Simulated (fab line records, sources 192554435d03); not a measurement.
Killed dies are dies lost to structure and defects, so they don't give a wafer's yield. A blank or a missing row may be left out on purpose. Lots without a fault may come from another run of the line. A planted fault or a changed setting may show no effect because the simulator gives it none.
Which tool did it? | flow n5_finfet | 12 lots, 36 wafers sampled, at 2 steps of a route of 1938

WHAT THE GAUGES READ, wafer by wafer
N5_BEOL_M14_INSPECT_30: inspects for defects (macro).
lot  | measured     | on                | raw_defect_count
L075 | day 11 14:44 | defect_inspect-02 | 2 1 3
L080 | day 12 11:32 | defect_inspect-01 | 1 2 3
L077 | day 12 21:44 | defect_inspect-01 | 4 0 3
L078 | day 12 23:49 | defect_inspect-01 | 2 2 0
L083 | day 13 14:46 | defect_inspect-02 | 1 0 1
L085 | day 14 12:40 | defect_inspect-01 | 0 2 2
L089 | day 14 21:38 | defect_inspect-02 | 0 2 2
L091 | day 15 00:01 | defect_inspect-02 | 1 0 3
L088 | day 15 04:34 | defect_inspect-02 | 1 1 3
L094 | day 16 07:18 | defect_inspect-01 | 1 0 0
L096 | day 17 02:38 | defect_inspect-01 | 2 1 3
L095 | day 17 11:47 | defect_inspect-02 | 1 0 2

WHICH TOOL RAN EACH LOT (tool, then ch and the chambers of the sampled wafers, then the start)
lot  | N5_BEOL_M13_SPUTTER_45
L075 | pvd_sputter-02, day 11 11:56
L080 | pvd_sputter-03, day 12 08:32
L077 | pvd_sputter-01, day 12 18:59
L078 | pvd_sputter-02, day 12 21:07
L083 | pvd_sputter-01, day 13 12:10
L085 | pvd_sputter-02, day 14 09:58
L089 | pvd_sputter-02, day 14 18:06
L091 | pvd_sputter-02, day 14 20:42
L088 | pvd_sputter-03, day 15 00:52
L094 | pvd_sputter-01, day 16 04:50
L096 | pvd_sputter-01, day 16 23:58
L095 | pvd_sputter-01, day 17 08:58
- N5_BEOL_M13_SPUTTER_45: material Cu, target thk 80 nm, time 13.33 s.

THE ANSWER, worked out from the rows above alone
Rule: what is usual is taken from the lots themselves. Put in order of their means at a reading, lots are off if they are a third of the lots or fewer, leave a main group of 4 or more, and stand apart from it by a gap of 3 or more times the standard deviation of the main group's means; of several such gaps the widest counts. A main group whose means are all the same, to the digits that the tables above print for the reading, isn't used. A lot without any number at a reading at which 4 lots or more have one is off too. The other lots that the step has rows for count as sound.
No lot is off at any reading shown: from this, nothing can be told.

WHAT THE SIMULATOR HAD PUT IN
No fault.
